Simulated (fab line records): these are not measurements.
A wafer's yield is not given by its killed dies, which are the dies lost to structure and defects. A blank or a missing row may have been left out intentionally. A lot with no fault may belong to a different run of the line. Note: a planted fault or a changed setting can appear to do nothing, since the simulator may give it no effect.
The tool behind it: which one? | flow n5-finfet | 72 wafers from 24 lots sampled at 5 of the route's 1938 steps

== WHAT EACH GAUGE READ, for each wafer ==
N5_BEOL_M4_CD_MEAS_11: the cd target is 16.79 nm. Usual: cd-nm at 16.84 nm, with a standard deviation of 0.22.
lot  | measured     | on        | cd-nm (nm)        | flag
L074 | day 7 17:02  | cd-sem-01 | 17.03 16.93 17.19 |
L076 | day 7 23:19  | cd-sem-03 | 16.91 17.21 17.02 |
L075 | day 7 23:53  | cd-sem-02 | 16.55 16.63 16.52 |
L077 | day 8 04:44  | cd-sem-01 | 16.64 16.90 17.07 |
L078 | day 8 05:58  | cd-sem-03 | 17.23 16.96 16.87 |
L079 | day 8 16:19  | cd-sem-03 | 16.88 16.98 16.83 |
L080 | day 9 03:20  | cd-sem-03 | 17.04 16.73 17.01 |
L081 | day 9 07:58  | cd-sem-01 | 16.83 16.90 17.01 |
L082 | day 9 15:42  | cd-sem-02 | 16.91 16.60 16.77 |
L083 | day 9 21:53  | cd-sem-02 | 16.96 17.21 16.79 |
L084 | day 10 02:37 | cd-sem-01 | 16.71 16.89 16.43 |
L085 | day 10 11:44 | cd-sem-03 | 16.59 16.80 16.81 |
L086 | day 10 11:34 | cd-sem-02 | 16.59 16.76 16.93 |
L087 | day 10 16:41 | cd-sem-03 | 16.68 16.83 16.90 |
L088 | day 10 18:03 | cd-sem-01 | 16.80 17.16 16.90 |
L089 | day 11 01:32 | cd-sem-03 | 16.75 16.23 16.86 |
L091 | day 11 15:31 | cd-sem-01 | 16.96 17.10 16.83 |
L090 | day 12 02:38 | cd-sem-01 | 16.45 16.85 17.06 |
L092 | day 12 07:27 | cd-sem-02 | 16.94 16.69 16.71 |
L093 | day 12 09:35 | cd-sem-01 | 16.73 16.76 16.99 |
L094 | day 12 12:32 | cd-sem-03 | 16.57 16.49 16.88 |
L095 | day 12 22:49 | cd-sem-03 | 16.38 16.68 16.79 |
L096 | day 13 00:09 | cd-sem-02 | 16.69 17.04 16.82 |
L097 | day 13 08:53 | cd-sem-03 | 16.73 16.86 16.78 |

N5_BEOL_M4_OCD_MEAS_38. Usual: trench-depth-nm at 55.4 nm, with a standard deviation of 0.75.
lot  | measured     | on     | trench-depth-nm (nm) | flag
L074 | day 7 19:40  | ocd-01 | 54.9 54.8 54.7       |
L076 | day 8 04:09  | ocd-02 | 54.1 56.7 56.4       |
L075 | day 8 04:20  | ocd-01 | 55.1 54.6 55.0       |
L077 | day 8 14:27  | ocd-02 | 56.3 56.6 55.6       |
L078 | day 8 14:37  | ocd-02 | 55.0 55.6 54.4       |
L079 | day 8 18:36  | ocd-01 | 54.5 56.9 55.1       |
L080 | day 9 11:35  | ocd-02 | 55.2 54.4 53.3       |
L081 | day 9 11:50  | ocd-02 | 55.6 55.1 55.1       |
L082 | day 9 18:01  | ocd-01 | 55.9 57.2 55.3       |
L083 | day 10 03:05 | ocd-01 | 55.9 55.5 55.9       |
L084 | day 10 10:01 | ocd-01 | 55.5 54.4 54.5       |
L085 | day 10 16:30 | ocd-01 | 55.5 55.7 56.0       |
L086 | day 10 16:20 | ocd-01 | 54.6 55.5 55.2       |
L087 | day 11 00:19 | ocd-01 | 55.4 55.0 55.8       |
L088 | day 11 00:24 | ocd-02 | 55.6 55.1 55.1       |
L089 | day 11 08:40 | ocd-01 | 56.3 54.6 55.1       |
L091 | day 11 21:58 | ocd-01 | 55.2 54.9 55.4       |
L090 | day 12 05:50 | ocd-02 | 55.5 55.6 55.1       |
L092 | day 12 10:02 | ocd-02 | 54.9 55.2 55.2       |
L093 | day 12 12:07 | ocd-02 | 57.2 55.8 55.9       |
L094 | day 12 15:34 | ocd-01 | 55.9 55.5 55.1       |
L095 | day 13 11:05 | ocd-01 | 56.1 54.6 55.3       |
L096 | day 13 02:55 | ocd-01 | 56.1 56.6 55.1       |
L097 | day 13 14:23 | ocd-01 | 55.4 54.1 54.8       |

== TOOL THAT RAN EACH LOT (tool first, then ch and the chambers of the sampled wafers, then the start) ==
lot  | N5_BEOL_M3_ETCH_41                            | N5_BEOL_M4_DESCUM_33               | N5_BEOL_M4_STRIP_97
L074 | rie-diel-03 ch 0,3, day 7 17:02 or earlier    | rie-diel-01 ch 0,1,2, day 7 18:02  | rie-diel-06 ch 0,1,3, day 7 19:40 or earlier
L076 | rie-diel-05 ch 0,1,3, day 7 23:19 or earlier  | rie-diel-01 ch 0,2,3, day 8 00:20  | rie-diel-01 ch 0,1,2, day 8 04:09 or earlier
L075 | rie-diel-02 ch 0,2,3, day 7 23:53 or earlier  | rie-diel-06 ch 1,2,3, day 8 01:04  | rie-diel-06 ch 0,1,3, day 8 04:20 or earlier
L077 | rie-diel-02 ch 0,3, day 8 04:44 or earlier    | rie-diel-04 ch 1,2, day 8 05:44    | rie-diel-01 ch 1,2, day 8 14:27 or earlier
L078 | rie-diel-03 ch 0,2,3, day 8 05:58 or earlier  | rie-diel-04 ch 0,1,3, day 8 06:58  | rie-diel-06 ch 0,1,2, day 8 14:37 or earlier
L079 | rie-diel-05 ch 0,2,3, day 8 16:19 or earlier  | rie-diel-01 ch 0,2,3, day 8 17:29  | rie-diel-01 ch 0,2,3, day 8 18:36 or earlier
L080 | rie-diel-02 ch 1,2, day 9 03:20 or earlier    | rie-diel-06 ch 2,3, day 9 04:28    | rie-diel-04 ch 0,1,3, day 9 11:35 or earlier
L081 | rie-diel-02 ch 0,1, day 9 07:58 or earlier    | rie-diel-04 ch 2,3, day 9 09:07    | rie-diel-06 ch 0,2,3, day 9 11:50 or earlier
L082 | rie-diel-02 ch 1,2,3, day 9 15:42 or earlier  | rie-diel-04 ch 1,3, day 9 16:59    | rie-diel-01 ch 0,1,3, day 9 18:01 or earlier
L083 | rie-diel-03 ch 0,2,3, day 9 21:53 or earlier  | rie-diel-06 ch 0,1,3, day 9 23:13  | rie-diel-04 ch 2,3, day 10 03:05 or earlier
L084 | rie-diel-03 ch 0,2,3, day 10 02:37 or earlier | rie-diel-06 ch 0,2,3, day 10 03:47 | rie-diel-04 ch 1,2, day 10 10:01 or earlier
L085 | rie-diel-02 ch 2,3, day 10 11:44 or earlier   | rie-diel-04 ch 2,3, day 10 13:10   | rie-diel-06 ch 1,2,3, day 10 16:30 or earlier
L086 | rie-diel-05 ch 0,3, day 10 11:34 or earlier   | rie-diel-06 ch 1,2,3, day 10 12:42 | rie-diel-01 ch 1,2, day 10 16:20 or earlier
L087 | rie-diel-02 ch 0,2,3, day 10 16:41 or earlier | rie-diel-01 ch 0,1,2, day 10 17:48 | rie-diel-04 ch 2,3, day 11 00:19 or earlier
L088 | rie-diel-05 ch 0,2,3, day 10 18:03 or earlier | rie-diel-04 ch 0,1,2, day 10 19:13 | rie-diel-06 ch 0,1,2, day 11 00:24 or earlier
L089 | rie-diel-02 ch 1,2, day 11 01:32 or earlier   | rie-diel-01 ch 0,3, day 11 02:33   | rie-diel-01 ch 0,2,3, day 11 08:40 or earlier
L091 | rie-diel-03 ch 0,1,3, day 11 15:31 or earlier | rie-diel-04 ch 1,2, day 11 16:41   | rie-diel-06 ch 0,2, day 11 21:58 or earlier
L090 | rie-diel-05 ch 2,3, day 12 02:38 or earlier   | rie-diel-04 ch 1,3, day 12 03:41   | rie-diel-04 ch 2,3, day 12 05:50 or earlier
L092 | rie-diel-03 ch 0,1,2, day 12 07:27 or earlier | rie-diel-04 ch 1,2,3, day 12 08:57 | rie-diel-06 ch 0,3, day 12 10:02 or earlier
L093 | rie-diel-03 ch 1,2,3, day 12 09:35 or earlier | rie-diel-01 ch 1,2,3, day 12 10:50 | rie-diel-01 ch 0,1,3, day 12 12:07 or earlier
L094 | rie-diel-05 ch 1,2,3, day 12 12:32 or earlier | rie-diel-01 ch 1,2,3, day 12 13:32 | rie-diel-01 ch 1,2, day 12 15:34 or earlier
L095 | rie-diel-02 ch 1,2, day 12 22:49 or earlier   | rie-diel-06 ch 0,2,3, day 13 00:41 | rie-diel-04 ch 0,1, day 13 11:05 or earlier
L096 | rie-diel-03 ch 1,2, day 13 00:09 or earlier   | rie-diel-06 ch 0,2,3, day 13 01:26 | rie-diel-01 ch 0,2,3, day 13 02:55 or earlier
L097 | rie-diel-03 ch 0,2, day 13 08:53 or earlier   | rie-diel-01 ch 0,1,3, day 13 09:53 | rie-diel-06 ch 0,2,3, day 13 14:23 or earlier
- N5_BEOL_M3_ETCH_41: etches SiCN in CH3F/O2, target depth 29.9 nm, time 52.5 s.
- N5_BEOL_M4_DESCUM_33: chemistry O2, time 7 s.
- N5_BEOL_M4_STRIP_97: strips in N2/H2, time 10 s.

== AS READ BY THE TOOLS THEMSELVES (means over the sampled wafers that have a number; for cases with no such wafer, the mark the record gives instead) ==
N5_BEOL_M3_ETCH_41. Usual: drypump-motor-current-A 5.5 A, standard deviation 0.43; oes-product-au 0.78 a.u., standard deviation 0.086; rf-vpp-V 297.6 V, standard deviation 1.6; showerhead-plenum-p-Torr 2.01 Torr, standard deviation 0.06; throttle-valve-pct 16.28 %, standard deviation 0.24.
lot  | tool        | drypump-motor-current-A (A) | oes-product-au (a.u.) | rf-vpp-V (V) | showerhead-plenum-p-Torr (Torr) | throttle-valve-pct (%) | flag
L074 | rie-diel-03 | 5.4                         | 0.78                  | 297.1        | 2.00                            | 16.21                  |
L076 | rie-diel-05 | 5.6                         | 0.71                  | 296.0        | 1.99                            | 16.46                  |
L075 | rie-diel-02 | 5.6                         | 0.81                  | 298.3        | 2.06                            | 16.18                  |
L077 | rie-diel-02 | 5.8                         | 0.81                  | 300.2        | 2.09                            | 16.18                  |
L078 | rie-diel-03 | 5.2                         | 0.84                  | 298.7        | 2.02                            | 16.23                  |
L079 | rie-diel-05 | 6.1                         | 0.70                  | 295.7        | 1.93                            | 16.61                  |
L080 | rie-diel-02 | 5.3                         | 0.80                  | 297.3        | 2.00                            | 16.27                  |
L081 | rie-diel-02 | 5.6                         | 0.88                  | 299.2        | 2.06                            | 15.93                  |
L082 | rie-diel-02 | 5.5                         | 0.79                  | 298.2        | 2.03                            | 16.27                  |
L083 | rie-diel-03 | 5.2                         | 0.81                  | 298.0        | 2.02                            | 16.25                  |
L084 | rie-diel-03 | 5.2                         | 0.81                  | 298.1        | 2.02                            | 16.25                  |
L085 | rie-diel-02 | 5.4                         | 0.75                  | 297.4        | 2.02                            | 16.41                  |
L086 | rie-diel-05 | 5.8                         | 0.72                  | 295.8        | 1.94                            | 16.59                  |
L087 | rie-diel-02 | 5.6                         | 0.79                  | 298.4        | 2.06                            | 16.21                  |
L088 | rie-diel-05 | 6.1                         | 0.70                  | 295.8        | 1.93                            | 16.63                  |
L089 | rie-diel-02 | 5.3                         | 0.82                  | 298.0        | 2.01                            | 16.16                  |
L091 | rie-diel-03 | 5.4                         | 0.76                  | 298.3        | 2.00                            | 16.28                  |
L090 | rie-diel-05 | 5.8                         | 0.71                  | 294.4        | 1.90                            | 16.58                  |
L092 | rie-diel-03 | 5.3                         | 0.82                  | 297.0        | 2.02                            | 16.23                  |
L093 | rie-diel-03 | 5.2                         | 0.78                  | 297.3        | 2.01                            | 16.30                  |
L094 | rie-diel-05 | 5.6                         | 0.69                  | 297.3        | 1.95                            | 16.51                  |
L095 | rie-diel-02 | 5.3                         | 0.78                  | 297.4        | 1.99                            | 16.30                  |
L096 | rie-diel-03 | 5.2                         | 0.81                  | 298.5        | 2.02                            | 16.25                  |
L097 | rie-diel-03 | 5.3                         | 0.81                  | 298.2        | 2.01                            | 16.23                  |

N5_BEOL_M4_DESCUM_33. Usual: drypump-motor-current-A 5.7 A, standard deviation 0.52; oes-product-au 0.80 a.u., standard deviation 0.1; rf-vpp-V 243.1 V, standard deviation 1.4; showerhead-plenum-p-Torr 2.10 Torr, standard deviation 0.071; throttle-valve-pct 20.40 %, standard deviation 0.18.
lot  | tool        | drypump-motor-current-A (A) | oes-product-au (a.u.) | rf-vpp-V (V) | showerhead-plenum-p-Torr (Torr) | throttle-valve-pct (%) | flag
L074 | rie-diel-01 | 5.2                         | 0.88                  | 243.9        | 2.09                            | 20.31                  |
L076 | rie-diel-01 | 5.6                         | 0.86                  | 243.4        | 2.12                            | 20.41                  |
L075 | rie-diel-06 | 5.8                         | 0.80                  | 243.0        | 2.09                            | 20.40                  |
L077 | rie-diel-04 | 5.9                         | 0.78                  | 243.6        | 2.12                            | 20.37                  |
L078 | rie-diel-04 | 5.6                         | 0.71                  | 241.3        | 2.04                            | 20.48                  |
L079 | rie-diel-01 | 5.6                         | 0.85                  | 243.1        | 2.12                            | 20.42                  |
L080 | rie-diel-06 | 5.9                         | 0.86                  | 243.8        | 2.09                            | 20.35                  |
L081 | rie-diel-04 | 5.9                         | 0.80                  | 243.0        | 2.07                            | 20.22                  |
L082 | rie-diel-04 | 5.6                         | 0.70                  | 242.2        | 2.04                            | 20.33                  |
L083 | rie-diel-06 | 5.9                         | 0.72                  | 244.2        | 2.14                            | 20.54                  |
L084 | rie-diel-06 | 5.9                         | 0.80                  | 244.2        | 2.14                            | 20.47                  |
L085 | rie-diel-04 | 5.9                         | 0.78                  | 242.8        | 2.06                            | 20.25                  |
L086 | rie-diel-06 | 5.8                         | 0.78                  | 242.8        | 2.09                            | 20.45                  |
L087 | rie-diel-01 | 5.2                         | 0.83                  | 243.3        | 2.08                            | 20.35                  |
L088 | rie-diel-04 | 5.9                         | 0.84                  | 243.6        | 2.11                            | 20.44                  |
L089 | rie-diel-01 | 5.5                         | 0.89                  | 243.5        | 2.14                            | 20.58                  |
L091 | rie-diel-04 | 5.9                         | 0.74                  | 243.3        | 2.11                            | 20.39                  |
L090 | rie-diel-04 | 5.6                         | 0.70                  | 241.8        | 2.01                            | 20.29                  |
L092 | rie-diel-04 | 5.9                         | 0.75                  | 242.6        | 2.08                            | 20.35                  |
L093 | rie-diel-01 | 5.4                         | 0.80                  | 243.3        | 2.08                            | 20.29                  |
L094 | rie-diel-01 | 5.4                         | 0.80                  | 242.7        | 2.08                            | 20.28                  |
L095 | rie-diel-06 | 5.9                         | 0.76                  | 242.9        | 2.12                            | 20.52                  |
L096 | rie-diel-06 | 5.9                         | 0.76                  | 242.6        | 2.12                            | 20.52                  |
L097 | rie-diel-01 | 5.4                         | 0.84                  | 242.8        | 2.10                            | 20.42                  |

N5_BEOL_M4_STRIP_97. Usual: drypump-motor-current-A 5.7 A, standard deviation 0.53; oes-product-au 0.80 a.u., standard deviation 0.098; rf-vpp-V 59.2 V, standard deviation 0.85; showerhead-plenum-p-Torr 2.55 Torr, standard deviation 0.081; throttle-valve-pct 23.62 %, standard deviation 0.19.
lot  | tool        | drypump-motor-current-A (A) | oes-product-au (a.u.) | rf-vpp-V (V) | showerhead-plenum-p-Torr (Torr) | throttle-valve-pct (%) | flag
L074 | rie-diel-06 | 5.9                         | 0.73                  | 59.4         | 2.60                            | 23.63                  |
L076 | rie-diel-01 | 5.3                         | 0.87                  | 58.5         | 2.54                            | 23.60                  |
L075 | rie-diel-06 | 5.9                         | 0.73                  | 59.0         | 2.60                            | 23.64                  |
L077 | rie-diel-01 | 5.1                         | 0.85                  | 59.6         | 2.50                            | 23.44                  |
L078 | rie-diel-06 | 5.4                         | 0.80                  | 59.8         | 2.55                            | 23.59                  |
L079 | rie-diel-01 | 5.6                         | 0.86                  | 60.3         | 2.58                            | 23.63                  |
L080 | rie-diel-04 | 5.6                         | 0.70                  | 58.8         | 2.47                            | 23.80                  |
L081 | rie-diel-06 | 5.9                         | 0.80                  | 59.7         | 2.59                            | 23.55                  |
L082 | rie-diel-01 | 5.3                         | 0.91                  | 59.8         | 2.56                            | 23.61                  |
L083 | rie-diel-04 | 5.9                         | 0.79                  | 58.7         | 2.51                            | 23.55                  |
L084 | rie-diel-04 | 5.9                         | 0.76                  | 59.4         | 2.58                            | 23.85                  |
L085 | rie-diel-06 | 5.8                         | 0.77                  | 60.0         | 2.54                            | 23.53                  |
L086 | rie-diel-01 | 5.3                         | 0.76                  | 58.8         | 2.51                            | 23.51                  |
L087 | rie-diel-04 | 6.2                         | 0.83                  | 59.0         | 2.61                            | 23.66                  |
L088 | rie-diel-06 | 5.4                         | 0.77                  | 59.2         | 2.54                            | 23.62                  |
L089 | rie-diel-01 | 5.6                         | 0.82                  | 59.7         | 2.57                            | 23.66                  |
L091 | rie-diel-06 | 5.5                         | 0.78                  | 58.6         | 2.59                            | 23.63                  |
L090 | rie-diel-04 | 6.2                         | 0.82                  | 60.0         | 2.60                            | 23.67                  |
L092 | rie-diel-06 | 6.4                         | 0.72                  | 59.1         | 2.62                            | 23.62                  |
L093 | rie-diel-01 | 5.4                         | 0.87                  | 58.7         | 2.55                            | 23.64                  |
L094 | rie-diel-01 | 5.3                         | 0.75                  | 58.9         | 2.50                            | 23.52                  |
L095 | rie-diel-04 | 5.6                         | 0.95                  | 59.9         | 2.50                            | 23.69                  |
L096 | rie-diel-01 | 5.5                         | 0.80                  | 58.6         | 2.56                            | 23.68                  |
L097 | rie-diel-06 | 5.9                         | 0.77                  | 60.2         | 2.58                            | 23.60                  |

== THE ANSWER, worked out from the rows above alone ==
Rule: take the mean of a lot's wafers that have a number; if it is more than 3 standard deviations from the usual mean, the lot is off. Also off: a lot with no number at a reading for which 4 or more lots have one. Any other lot the step has rows for is counted as sound. Order of review: gauges by route order, followed by the tools' own readings, for which a lot's mean as printed above is used. The first step at which some lot is off is used, and at that step the reading that is off furthest; a lot without a number counts as furthest.
None of the lots is off at any reading shown; this tells nothing.

== WHAT HAD BEEN PUT IN BY THE SIMULATOR ==
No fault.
